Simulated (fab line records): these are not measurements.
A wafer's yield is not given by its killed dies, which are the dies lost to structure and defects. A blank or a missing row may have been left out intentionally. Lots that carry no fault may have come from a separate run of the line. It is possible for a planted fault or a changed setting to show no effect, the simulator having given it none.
One fault seen from 2 desks | flow n5-finfet | what lay behind the numbers comes last; until then each desk has only its own

== AT THE METROLOGY DESK ==
What the gauges read, lot by lot, whatever tool the lot ran on: means of the sampled wafers that have a number. The brackets show how far a lot's mean lies from the usual mean; more than 4 standard deviations puts the lot out of limits, marked OUT. It has 11 readings, of which 7 appear: the earliest out of limits, and the ones furthest out on some lot.
Columns: A = trench-depth-nm at N5_BEOL_M3_OCD_MEAS_38, usual 55.5 nm; B = DIBL_N at N5_BEOL_M4_RC_MEAS_101, usual 36.1 mV/V; C = DIBL_P at N5_BEOL_M4_RC_MEAS_101, usual 36.1 mV/V; D = IOFF_P at N5_BEOL_M4_RC_MEAS_101, usual 0.201 nA/um; E = ION_P at N5_BEOL_M4_RC_MEAS_101, usual 462 uA/um; F = SS_N at N5_BEOL_M4_RC_MEAS_101, usual 71.5 mV/dec; G = VT_P at N5_BEOL_M4_RC_MEAS_101, usual -251.3 mV
lot  | first seen here | A               | B    | C    | D     | E   | F    | G
L269 | day 7 13:30     | 55.4            | 36.8 | 37.5 | 0.180 | 451 | 71.9 | -254.3
L270 | day 7 19:56     | 56.1            | 37.1 | 36.9 | 0.212 | 467 | 71.7 | -250.6
L273 | day 8 19:30     | 55.5            | 35.2 | 35.7 | 0.194 | 468 | 70.8 | -249.1
L278 | day 10 14:16    | 48.5 (-7.8) OUT | 35.8 | 35.5 | 0.199 | 464 | 71.1 | -249.8
L280 | day 11 01:46    | 53.0            | 33.3 | 32.9 | 0.167 | 461 | 71.2 | -254.2
L281 | day 11 05:07    | 52.2            | 36.7 | 35.4 | 0.214 | 460 | 71.5 | -251.1
L288 | day 12 15:07    | 56.5            | 36.8 | 37.2 | 0.204 | 461 | 71.3 | -250.6
L289 | day 13 17:47    | 55.9            | 37.4 | 38.0 | 0.242 | 471 | 72.2 | -247.3
L290 | day 13 21:02    | 55.8            | 35.3 | 36.0 | 0.164 | 459 | 71.7 | -255.2
This desk's finding: out of limits on L278; first on L278, day 10 14:16 (trench-depth-nm at N5_BEOL_M3_OCD_MEAS_38). In limits: L269, L270, L273, L280, L281, L288, L289, L290.

== AT THE TOOL OWNER'S DESK: rie-diel-04 ==
The tool's own readings at N5_BEOL_M3_TRENCH_ETCH_37 (etches SiOC in C4F6/O2, target depth 55.555 nm, time 29.2 s): means of the sampled wafers that have a number, for each lot that ran on this tool. The brackets show how far a lot's mean lies from the usual mean; more than 4 standard deviations puts the lot out of limits, marked OUT.
Columns: A = drypump-motor-current-A at N5_BEOL_M3_TRENCH_ETCH_37, usual 5.9 A; B = oes-product-au at N5_BEOL_M3_TRENCH_ETCH_37, usual 0.76 a.u.; C = rf-vpp-V at N5_BEOL_M3_TRENCH_ETCH_37, usual 666 V; D = showerhead-plenum-p-Torr at N5_BEOL_M3_TRENCH_ETCH_37, usual 2.87 Torr; E = throttle-valve-pct at N5_BEOL_M3_TRENCH_ETCH_37, usual 20.87 %
lot  | first seen here | A   | B    | C   | D    | E
L269 | day 7 13:20     | 5.8 | 0.82 | 669 | 2.94 | 20.65
L273 | day 8 19:21     | 6.0 | 0.77 | 666 | 2.88 | 20.79
L278 | day 10 14:06    | 6.0 | 0.71 | 665 | 2.91 | 20.73
L280 | day 11 01:35    | 6.0 | 0.74 | 665 | 2.88 | 20.83
L281 | day 11 04:58    | 6.4 | 0.70 | 664 | 2.82 | 20.88
Result from this desk: across the 5 lots, nothing is out of limits.

== ALL TOGETHER ==
On L278, the metrology desk was in a position to raise an alarm at day 10 14:16.
Nothing out of limits was seen by the tool owner's desk.
The tool owner's desk has L278 on record, within its limits.
Of the lots named, all ran N5_BEOL_M3_TRENCH_ETCH_37 on rie-diel-04.

== WHAT THE SIMULATOR HAD INSERTED ==
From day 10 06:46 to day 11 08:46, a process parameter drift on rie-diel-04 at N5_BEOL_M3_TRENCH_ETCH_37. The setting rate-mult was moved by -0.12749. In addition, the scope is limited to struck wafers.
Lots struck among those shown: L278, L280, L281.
Delay in hours, fault start to first out-of-limits reading, per desk: metrology desk 8.
